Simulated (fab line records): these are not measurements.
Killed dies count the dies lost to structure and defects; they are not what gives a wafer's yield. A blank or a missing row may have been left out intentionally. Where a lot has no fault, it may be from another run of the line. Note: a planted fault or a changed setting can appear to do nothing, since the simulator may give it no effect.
Matching of chambers | flow n5_finfet | rie_diel-02 running N5_BEOL_M9_STRIP_19: 4 sister chambers
The step strips in O2. 4 wafers are shown with their chamber, then 9 later ones without.

## WAFERS, EACH WITH ITS CHAMBER
wafer  | chamber | showerhead_plenum_p_Torr (Torr)
L086.4 | 3       | 2.06
L085.1 | 1       | 2.10
L088.5 | 2       | 2.10
L088.6 | 0       | 2.14

## WAFERS MISSING THEIR CHAMBER
wafer  | showerhead_plenum_p_Torr (Torr)
L092.1 | 2.10
L092.4 | 2.10
L092.6 | 2.06
L095.4 | 2.09
L095.5 | 2.09
L095.6 | 2.13
L097.1 | 2.09
L097.4 | 2.10
L097.5 | 2.13

## THE CHAMBER EACH PASSED THROUGH
wafer  | from the rows above     | in truth
L092.1 | can't be placed: 1 or 2 | 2
L092.4 | can't be placed: 1 or 2 | 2
L092.6 | 3                       | 3
L095.4 | can't be placed: 1 or 2 | 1
L095.5 | can't be placed: 1 or 2 | 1
L095.6 | 0                       | 0
L097.1 | can't be placed: 1 or 2 | 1
L097.4 | can't be placed: 1 or 2 | 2
L097.5 | 0                       | 0
Correct placement for 3 of the 9. Cannot be placed on the basis of these rows: 6; the candidates contain the true chamber in 6. Wrongly placed: 0.
How it was worked out, from the rows above alone: a wafer's distance from a chamber is the root of the sum, over the readings, of the square of ((its reading less the chamber's mean) divided by the reading's scatter). If the next closest chamber is less than 2 further off than the closest, the wafer can't be placed; otherwise it belongs to the closest. A chamber's mean is the mean of its shown wafers. The scatter: with one shown wafer a chamber, the root of the mean of the squares of how far each hidden wafer lies from its nearest shown one.
